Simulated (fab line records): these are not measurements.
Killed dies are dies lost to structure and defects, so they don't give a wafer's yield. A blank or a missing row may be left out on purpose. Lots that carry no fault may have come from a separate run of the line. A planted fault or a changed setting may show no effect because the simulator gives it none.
What tool caused it? | flow n5Finfet | Sampling: 24 lots, 72 wafers, 5 of 1938 route steps

== WHAT THE GAUGES SHOWED, per wafer ==
N5_BEOL_M13_OCD_MEAS_35. Usual: trenchDepthNm 414 nm, standard deviation 6.2.
lot  | measured     | on     | trenchDepthNm (nm) | flag
L074 | day 11 01:41 | ocd-02 | 402 417 405        | 
L075 | day 11 12:38 | ocd-01 | 428 413 405        | 
L078 | day 11 20:08 | ocd-02 | 412 408 416        | 
L077 | day 11 21:32 | ocd-01 | 425 412 410        | 
L076 | day 11 21:46 | ocd-01 | 417 405 424        | 
L080 | day 12 22:38 | ocd-01 | 417 412 414        | 
L079 | day 13 00:01 | ocd-01 | 425 418 422        | 
L081 | day 13 00:02 | ocd-02 | 416 416 417        | 
L082 | day 13 04:49 | ocd-02 | 410 404 418        | 
L084 | day 13 17:17 | ocd-02 | 416 412 415        | 
L083 | day 13 19:59 | ocd-01 | 414 424 413        | 
L085 | day 14 05:54 | ocd-02 | 421 419 411        | 
L088 | day 14 18:31 | ocd-02 | 419 409 414        | 
L086 | day 14 21:29 | ocd-01 | 411 406 415        | 
L089 | day 15 00:50 | ocd-01 | 424 418 416        | 
L087 | day 15 01:35 | ocd-01 | 406 405 408        | 
L090 | day 15 03:35 | ocd-01 | 416 406 416        | 
L092 | day 15 04:29 | ocd-01 | 405 413 408        | 
L091 | day 15 15:19 | ocd-02 | 405 414 404        | 
L093 | day 15 22:27 | ocd-02 | 419 406 415        | 
L094 | day 16 14:47 | ocd-02 | 407 421 427        | 
L095 | day 16 14:32 | ocd-02 | 413 419 415        | 
L097 | day 16 17:53 | ocd-02 | 421 420 419        | 
L096 | day 17 00:41 | ocd-01 | 408 415 409        | 

N5_BEOL_M13_INSPECT_55: inspects for defects (darkfield). Usual: rawDefectCount 70, standard deviation 23.
lot  | measured     | on               | rawDefectCount | flag
L074 | day 11 05:11 | defectInspect-01 | 83 62 37       | 
L075 | day 11 16:29 | defectInspect-01 | 61 58 108      | 
L078 | day 11 23:49 | defectInspect-02 | 52 100 47      | 
L077 | day 11 23:41 | defectInspect-01 | 99 51 114      | 
L076 | day 12 10:02 | defectInspect-01 | 69 56 78       | 
L080 | day 13 02:47 | defectInspect-02 | 64 48 64       | 
L079 | day 13 03:08 | defectInspect-02 | 87 54 43       | 
L081 | day 13 03:23 | defectInspect-02 | 78 73 68       | 
L082 | day 13 08:14 | defectInspect-02 | 98 44 81       | 
L084 | day 13 20:19 | defectInspect-02 | 37 36 47       | 
L083 | day 13 23:25 | defectInspect-02 | 42 75 74       | 
L085 | day 14 09:53 | defectInspect-02 | 114 83 70      | 
L088 | day 14 22:54 | defectInspect-01 | 101 148 102    | 
L086 | day 15 02:55 | defectInspect-01 | 77 138 68      | 
L089 | day 15 03:12 | defectInspect-01 | 113 71 87      | 
L087 | day 15 03:45 | defectInspect-01 | 46 50 54       | 
L090 | day 15 05:59 | defectInspect-01 | 71 47 60       | 
L092 | day 15 07:05 | defectInspect-02 | 43 49 44       | 
L091 | day 15 22:04 | defectInspect-02 | 41 74 79       | 
L093 | day 16 03:19 | defectInspect-01 | 68 55 28       | 
L094 | day 16 17:40 | defectInspect-01 | 82 59 82       | 
L095 | day 16 17:28 | defectInspect-01 | 76 90 80       | 
L097 | day 16 21:37 | defectInspect-02 | 42 49 64       | 
L096 | day 17 05:20 | defectInspect-02 | 32 53 70       | 

== WHAT TOOL EACH LOT RAN ON (gives the tool, then ch and the chambers of the sampled wafers, and finally the start) ==
lot  | N5_BEOL_M12_ANNEAL_48           | N5_BEOL_M13_TRENCH_ETCH_34        | N5_BEOL_M13_SPUTTER_45
L074 | rtpAnneal-02 ch 0, day 10 22:43 | rieDiel-04 ch 2,3, day 11 01:31   | pvdSputter-01, day 11 03:50
L075 | rtpAnneal-02 ch 0, day 11 09:37 | rieDiel-03 ch 0,1,2, day 11 12:28 | pvdSputter-02, day 11 15:28
L078 | rtpAnneal-02 ch 0, day 11 16:55 | rieDiel-04 ch 0,3, day 11 19:58   | pvdSputter-01, day 11 21:40
L077 | rtpAnneal-01 ch 0, day 11 18:05 | rieDiel-04 ch 0,1,2, day 11 21:22 | pvdSputter-02, day 11 22:10
L076 | rtpAnneal-02 ch 0, day 11 18:52 | rieDiel-03 ch 0,1,3, day 11 21:35 | pvdSputter-03, day 12 08:50
L080 | rtpAnneal-01 ch 0, day 12 19:35 | rieDiel-05 ch 0,1,2, day 12 22:31 | pvdSputter-02, day 13 01:41
L079 | rtpAnneal-02 ch 0, day 12 20:26 | rieDiel-03 ch 1,3, day 12 23:50   | pvdSputter-03, day 13 01:43
L081 | rtpAnneal-01 ch 0, day 12 20:33 | rieDiel-05 ch 0,1, day 12 23:51   | pvdSputter-02, day 13 02:07
L082 | rtpAnneal-01 ch 0, day 13 01:33 | rieDiel-04 ch 1,2,3, day 13 04:38 | pvdSputter-03, day 13 07:11
L084 | rtpAnneal-01 ch 0, day 13 14:03 | rieDiel-05 ch 0,2, day 13 17:07   | pvdSputter-02, day 13 19:18
L083 | rtpAnneal-02 ch 0, day 13 16:51 | rieDiel-05 ch 1,3, day 13 19:49   | pvdSputter-03, day 13 22:20
L085 | rtpAnneal-02 ch 0, day 14 02:57 | rieDiel-04 ch 0,1, day 14 05:43   | pvdSputter-03, day 14 08:52
L088 | rtpAnneal-02 ch 0, day 14 15:20 | rieDiel-03 ch 2,3, day 14 18:20   | pvdSputter-01, day 14 21:43
L086 | rtpAnneal-01 ch 0, day 14 18:31 | rieDiel-04 ch 0,2, day 14 21:18   | pvdSputter-01, day 15 01:47
L089 | rtpAnneal-02 ch 0, day 14 21:34 | rieDiel-04 ch 0,1, day 15 00:39   | pvdSputter-02, day 15 02:10
L087 | rtpAnneal-01 ch 0, day 14 22:31 | rieDiel-03 ch 0,2, day 15 01:25   | pvdSputter-03, day 15 02:44
L090 | rtpAnneal-02 ch 0, day 15 00:28 | rieDiel-03 ch 0,3, day 15 03:25   | pvdSputter-01, day 15 04:57
L092 | rtpAnneal-02 ch 0, day 15 01:31 | rieDiel-03 ch 0,1,2, day 15 04:19 | pvdSputter-03, day 15 06:04
L091 | rtpAnneal-01 ch 0, day 15 12:29 | rieDiel-04 ch 2,3, day 15 15:09   | pvdSputter-03, day 15 20:53
L093 | rtpAnneal-02 ch 0, day 15 19:11 | rieDiel-03 ch 0,1,3, day 15 22:16 | pvdSputter-01, day 16 02:07
L094 | rtpAnneal-01 ch 0, day 16 11:36 | rieDiel-04 ch 1,2,3, day 16 14:37 | pvdSputter-02, day 16 16:35
L095 | rtpAnneal-02 ch 0, day 16 11:37 | rieDiel-03 ch 0,1,2, day 16 14:22 | pvdSputter-01, day 16 16:27
L097 | rtpAnneal-01 ch 0, day 16 15:01 | rieDiel-03 ch 1,3, day 16 17:43   | pvdSputter-03, day 16 20:35
L096 | rtpAnneal-01 ch 0, day 16 21:16 | rieDiel-05 ch 1,2, day 17 00:30   | pvdSputter-01, day 17 04:13
- N5_BEOL_M12_ANNEAL_48: time 90 s.
- N5_BEOL_M13_TRENCH_ETCH_34: etches SiOC in C4F8/O2/Ar, target depth 413.47 nm, time 162.6 s.
- N5_BEOL_M13_SPUTTER_45: material Cu, target thk 80 nm, time 13.33 s.

== WHAT THE TOOLS THEMSELVES READ (means of the sampled wafers that have a number; where no wafer has one, the mark that the record gives instead) ==
N5_BEOL_M12_ANNEAL_48. Usual: wafer_temp_C_max 225.59, standard deviation 0.21.
lot  | tool         | wafer_temp_C_max | flag
L074 | rtpAnneal-02 | 225.52           | 
L075 | rtpAnneal-02 | 225.69           | 
L078 | rtpAnneal-02 | 225.75           | 
L077 | rtpAnneal-01 | 225.71           | 
L076 | rtpAnneal-02 | 225.35           | 
L080 | rtpAnneal-01 | 225.40           | 
L079 | rtpAnneal-02 | 225.62           | 
L081 | rtpAnneal-01 | 225.66           | 
L082 | rtpAnneal-01 | 225.30           | 
L084 | rtpAnneal-01 | 225.47           | 
L083 | rtpAnneal-02 | 225.71           | 
L085 | rtpAnneal-02 | 225.67           | 
L088 | rtpAnneal-02 | 225.85           | 
L086 | rtpAnneal-01 | 225.46           | 
L089 | rtpAnneal-02 | 225.74           | 
L087 | rtpAnneal-01 | 225.71           | 
L090 | rtpAnneal-02 | 225.74           | 
L092 | rtpAnneal-02 | 225.45           | 
L091 | rtpAnneal-01 | 225.46           | 
L093 | rtpAnneal-02 | 225.88           | 
L094 | rtpAnneal-01 | 225.52           | 
L095 | rtpAnneal-02 | 225.43           | 
L097 | rtpAnneal-01 | 225.38           | 
L096 | rtpAnneal-01 | 225.70           | 

N5_BEOL_M13_TRENCH_ETCH_34. Usual: drypumpMotorCurrentA 5.6 A, standard deviation 0.46; oesProductAu 0.81 a.u., standard deviation 0.08; rfVppV 666 V, standard deviation 3.4; showerheadPlenumPTorr 3.43 Torr, standard deviation 0.13; throttleValvePct 24.14 %, standard deviation 0.26.
lot  | tool       | drypumpMotorCurrentA (A) | oesProductAu (a.u.) | rfVppV (V) | showerheadPlenumPTorr (Torr) | throttleValvePct (%) | flag
L074 | rieDiel-04 | 5.1                      | 0.76                | 664        | 3.39                         | 24.05                | 
L075 | rieDiel-03 | 5.6                      | 0.77                | 665        | 3.42                         | 24.32                | 
L078 | rieDiel-04 | 5.7                      | 0.82                | 668        | 3.52                         | 23.97                | 
L077 | rieDiel-04 | 5.4                      | 0.82                | 664        | 3.31                         | 24.16                | 
L076 | rieDiel-03 | 5.5                      | 0.82                | 668        | 3.50                         | 24.32                | 
L080 | rieDiel-05 | 5.8                      | 0.78                | 663        | 3.33                         | 24.01                | 
L079 | rieDiel-03 | 5.2                      | 0.88                | 667        | 3.48                         | 24.18                | 
L081 | rieDiel-05 | 5.9                      | 0.82                | 663        | 3.31                         | 23.82                | 
L082 | rieDiel-04 | 5.1                      | 0.81                | 665        | 3.41                         | 23.97                | 
L084 | rieDiel-05 | 6.0                      | 0.82                | 664        | 3.36                         | 24.03                | 
L083 | rieDiel-05 | 5.5                      | 0.74                | 663        | 3.29                         | 23.97                | 
L085 | rieDiel-04 | 5.4                      | 0.86                | 663        | 3.33                         | 24.10                | 
L088 | rieDiel-03 | 5.9                      | 0.87                | 668        | 3.53                         | 24.14                | 
L086 | rieDiel-04 | 5.9                      | 0.77                | 662        | 3.28                         | 24.32                | 
L089 | rieDiel-04 | 5.9                      | 0.83                | 663        | 3.31                         | 24.24                | 
L087 | rieDiel-03 | 5.9                      | 0.77                | 669        | 3.55                         | 24.40                | 
L090 | rieDiel-03 | 5.9                      | 0.78                | 667        | 3.48                         | 24.38                | 
L092 | rieDiel-03 | 5.6                      | 0.82                | 668        | 3.54                         | 24.25                | 
L091 | rieDiel-04 | 5.1                      | 0.73                | 664        | 3.37                         | 24.08                | 
L093 | rieDiel-03 | 5.6                      | 0.78                | 667        | 3.48                         | 24.36                | 
L094 | rieDiel-04 | 5.1                      | 0.78                | 665        | 3.40                         | 24.01                | 
L095 | rieDiel-03 | 5.6                      | 0.82                | 669        | 3.53                         | 24.28                | 
L097 | rieDiel-03 | 5.6                      | 0.82                | 667        | 3.46                         | 24.25                | 
L096 | rieDiel-05 | 5.7                      | 0.70                | 663        | 3.33                         | 24.22                | 

N5_BEOL_M13_SPUTTER_45. Usual: chuckGasFlowSccm 1.27 sccm, standard deviation 0.057; throttleValvePct 29.9 %, standard deviation 1.
lot  | tool          | chuckGasFlowSccm (sccm) | throttleValvePct (%) | flag
L074 | pvdSputter-01 | 1.25                    | 30.3                 | 
L075 | pvdSputter-02 | 1.23                    | 28.9                 | 
L078 | pvdSputter-01 | 1.23                    | 29.9                 | 
L077 | pvdSputter-02 | 1.24                    | 29.3                 | 
L076 | pvdSputter-03 | 1.27                    | 30.0                 | 
L080 | pvdSputter-02 | 1.30                    | 29.0                 | 
L079 | pvdSputter-03 | 1.29                    | 30.1                 | 
L081 | pvdSputter-02 | 1.25                    | 28.8                 | 
L082 | pvdSputter-03 | 1.29                    | 30.0                 | 
L084 | pvdSputter-02 | 1.23                    | 29.0                 | 
L083 | pvdSputter-03 | 1.25                    | 29.5                 | 
L085 | pvdSputter-03 | 1.30                    | 30.1                 | 
L088 | pvdSputter-01 | 1.30                    | 29.8                 | 
L086 | pvdSputter-01 | 1.20                    | 30.3                 | 
L089 | pvdSputter-02 | 1.29                    | 29.2                 | 
L087 | pvdSputter-03 | 1.22                    | 29.8                 | 
L090 | pvdSputter-01 | 1.34                    | 31.4                 | 
L092 | pvdSputter-03 | 1.27                    | 29.7                 | 
L091 | pvdSputter-03 | 1.26                    | 29.6                 | 
L093 | pvdSputter-01 | 1.30                    | 30.5                 | 
L094 | pvdSputter-02 | 1.28                    | 29.2                 | 
L095 | pvdSputter-01 | 1.27                    | 30.5                 | 
L097 | pvdSputter-03 | 1.26                    | 29.6                 | 
L096 | pvdSputter-01 | 1.26                    | 30.3                 | 

== THE ANSWER, worked out from the rows above alone ==
Rule: a lot counts as off when the mean over its wafers that have a number is more than 3 standard deviations away from the usual mean. Also off: a lot with no number at a reading for which 4 or more lots have one. The other lots that the step has rows for count as sound. Order of review: gauges by route order, followed by the tools' own readings, for which a lot's mean as printed above is used. The first step at which some lot is off is used, and at that step the reading that is off furthest; a lot without a number counts as furthest.
No lot is off on any of the readings shown, so nothing can be concluded from this.

== WHAT THE SIMULATOR PUT IN ==
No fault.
